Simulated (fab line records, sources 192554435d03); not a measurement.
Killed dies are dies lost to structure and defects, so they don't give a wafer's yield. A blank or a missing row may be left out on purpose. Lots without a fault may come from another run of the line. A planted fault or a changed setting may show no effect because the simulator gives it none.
Split-lot experiment | flow n5_finfet | 7 lots, 21 wafers read, on a route of 1938 steps

THE SPLIT
At N5_MOL_CONTACT_COAG_PECVD_31 (deposits SiO2 from TEOS/O2, target thk 46 nm, time 8.9 s), the setting temp_c was moved away from the recipe's 400 C on 8 of the 21 wafers read, by -3.8% to +3.3%. The other wafers ran this setting at the recipe's value.

FROM THE SPLIT TO THE READING: what the file shows between them, 4 steps
- N5_MOL_CONTACT_COAG_COAT_75: time 60 s, resist thk 60 nm
- N5_MOL_CONTACT_COAG_COAT_76: time 60 s, resist thk 10 nm
- N5_MOL_CONTACT_COAG_ETCHBACK_135: etches SiO2 in CHF3, target depth 25 nm, time 16.7 s
- N5_MOL_CONTACT_COAG_STRIP_118: strips in CHF3

THE READING
etch.depth_nm (the simulator's own value, which no gauge read), in nm, at N5_MOL_CONTACT_COAG_VIA_ETCH_46 (etches SiO2 in C4F6/O2, target depth 46 nm, overetch 9.2 nm, time 40 s). The file gives no usual value for it. The 13 wafers here that ran the recipe average 45.75 nm, standard deviation 0.69 nm.

wafer  | tool, chamber at the split | temp_c as run, C | against the recipe | etch.depth_nm, nm | against lot-mates on the recipe
L075.1 | pecvd-03, 2                | 400              | recipe             | 45.12             | -
L075.2 | pecvd-03, 1                | 406              | +1.5%              | 43.66             | -1.83
L075.6 | pecvd-03, 1                | 400              | recipe             | 45.85             | -
L076.2 | pecvd-01, 0                | 400              | recipe             | 46.2              | -
L076.4 | pecvd-01, 1                | 400              | recipe             | 46.91             | -
L076.5 | pecvd-01, 0                | 411.4            | +2.8%              | 43.58             | -2.98
L079.1 | pecvd-01, 2                | 400              | recipe             | 45.15             | -
L079.3 | pecvd-01, 1                | 400              | recipe             | 44.87             | -
L079.6 | pecvd-01, 0                | 400              | recipe             | 45.97             | -
L081.2 | pecvd-03, 2,1              | 400              | recipe             | 45.44             | -
L081.3 | pecvd-03, 1                | 400              | recipe             | 44.79             | -
L081.5 | pecvd-03, 2,1              | 400              | recipe             | 45.41             | -
L088.3 | pecvd-03, 1                | 388.5            | -2.9%              | 48.09             | +2.53
L088.5 | pecvd-03, 1                | 400              | recipe             | 45.56             | -
L088.6 | pecvd-03, 0                | 388.5            | -2.9%              | 48.42             | +2.86
L089.1 | pecvd-04, 1                | 384.8            | -3.8%              | 49.73             | +3.05
L089.4 | pecvd-04, 2                | 384.8            | -3.8%              | 51.14             | +4.46
L089.6 | pecvd-04, 1                | 400              | recipe             | 46.68             | -
L093.1 | pecvd-04, 0,2              | 413.2            | +3.3%              | 42.42             | -4.36
L093.3 | pecvd-04, 0,2              | 413.2            | +3.3%              | 42.48             | -4.30
L093.4 | pecvd-04, 2                | 400              | recipe             | 46.78             | -
Where a row lists several chambers, the file gives one row for several wafers and doesn't say which wafer went through which chamber.

THE FIT
A straight line over all 21 wafers: etch.depth_nm changes by -1.04 nm for each +1% of temp_c; r = -0.95; the points scatter about the line by 0.72 nm.
The same after taking each lot's own level away (the mean of its wafers on the recipe; 21 wafers): -1.09 nm for each +1%; r = -0.98; scatter 0.45 nm.
On that fit, the largest move of temp_c shifts the reading by 4.1 nm.
The lots' own levels span 45.213 to 46.780 nm, that is 2.3 times the standard deviation above.
So the lot-to-lot level changes the slope little: the two slopes agree.
Check: with one of the wafers moved furthest among these (-3.8%) left out of the fit, the line predicts +4.24 nm for it against its lot-mates. It came out at +3.05 nm against them.

OTHER SPLITS ON THESE WAFERS
These wafers also went through other splits before the reading. Each is held against what the fit with the lots' levels taken away leaves over:
other split on the same wafers     | wafers away from the commonest value | r with etch.depth_nm (lot level and that fit taken away)
N5_DUMMY_GATE_ETCH_37 source_w     | 6                                    | +0.05
N5_SD_EPI_N_ETCH_35 time_s         | 3                                    | -0.15
N5_SD_EPI_N_ETCH_16 target_depth_a | 7                                    | +0.25
N5_HKMG_FIN_COAT_43 spin_rpm       | 8                                    | +0.22
N5_HKMG_FIN_ETCH_35 time_s         | 3                                    | -0.12
N5_GATE_CUT_DESCUM_18 time_s       | 10                                   | +0.13
N5_GATE_CUT_ETCH_36 cf4_flow_sccm  | 5                                    | +0.35

THE WHOLE CHAIN: every reading that the file lists as answering this split, in the file's order
step                            | what it does                                                           | reading                                                                                   | change (the file's fit)              | r (the file's)
N5_MOL_CONTACT_COAG_PECVD_31    | deposits SiO2 from TEOS/O2, target thk 46 nm, time 8.9 s               | SiO2_of_MOL_CONTACT_COAG_PECVD_31.thk_nm (the simulator's own value, which no gauge read) | -1.1 nm for each +1% of the setting  | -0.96
N5_MOL_CONTACT_COAG_VIA_ETCH_46 | etches SiO2 in C4F6/O2, target depth 46 nm, overetch 9.2 nm, time 40 s | etch.depth_nm (the simulator's own value, which no gauge read)                            | -1.08 nm for each +1% of the setting | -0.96

THE FILE'S OWN FIT
etch.depth_nm changes by -1.08 nm for each +1% of temp_c, r = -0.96.
